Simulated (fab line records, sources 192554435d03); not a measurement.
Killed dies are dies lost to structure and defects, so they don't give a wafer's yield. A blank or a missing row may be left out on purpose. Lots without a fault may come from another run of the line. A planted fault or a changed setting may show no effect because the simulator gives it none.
Chamber matching | flow n5_finfet | N5_BEOL_M1_STRIP_36 on rie_diel-03: 4 sister chambers
The step strips in N2/H2. 8 wafers are shown with their chamber, then 10 later ones without.

WAFERS WITH THEIR CHAMBER
wafer  | chamber | showerhead_plenum_p_Torr (Torr) | drypump_motor_current_A (A)
L077.4 | 2       | 2.40                            | 5.5
L078.1 | 2       | 2.40                            | 5.5
L079.6 | 1       | 2.54                            | 5.3
L080.3 | 1       | 2.53                            | 5.3
L080.4 | 3       | 2.62                            | 6.3
L080.5 | 0       | 2.57                            | 5.0
L086.1 | 3       | 2.61                            | 6.2
L086.3 | 0       | 2.57                            | 5.0

WAFERS WITHOUT THEIR CHAMBER
wafer  | showerhead_plenum_p_Torr (Torr) | drypump_motor_current_A (A)
L086.5 | 2.39                            | 5.5
L087.1 | 2.53                            | 5.3
L087.5 | 2.57                            | 5.0
L087.6 | 2.53                            | 5.3
L092.1 | 2.56                            | 5.0
L092.2 | 2.39                            | 5.5
L092.3 | 2.61                            | 6.2
L096.2 | 2.61                            | 6.2
L096.4 | 2.39                            | 5.5
L096.6 | 2.52                            | 5.3

WHICH CHAMBER EACH WENT THROUGH
wafer  | from the rows above | in truth
L086.5 | 2                   | 2
L087.1 | 1                   | 1
L087.5 | 0                   | 0
L087.6 | 1                   | 1
L092.1 | 0                   | 0
L092.2 | 2                   | 2
L092.3 | 3                   | 3
L096.2 | 3                   | 3
L096.4 | 2                   | 2
L096.6 | 1                   | 1
Placed correctly: 10 of 10. Can't be placed from these rows: 0. Placed wrongly: 0.
How it was worked out, from the rows above alone: a wafer's distance from a chamber is the root of the sum, over the readings, of the square of ((its reading less the chamber's mean) divided by the reading's scatter). The wafer belongs to the nearest chamber; if the next one is less than 2 further off, it can't be placed. A chamber's mean is the mean of its shown wafers. The scatter: the root of (the sum of the squares of (reading less its chamber's mean) over the shown wafers, divided by (wafers less chambers)).
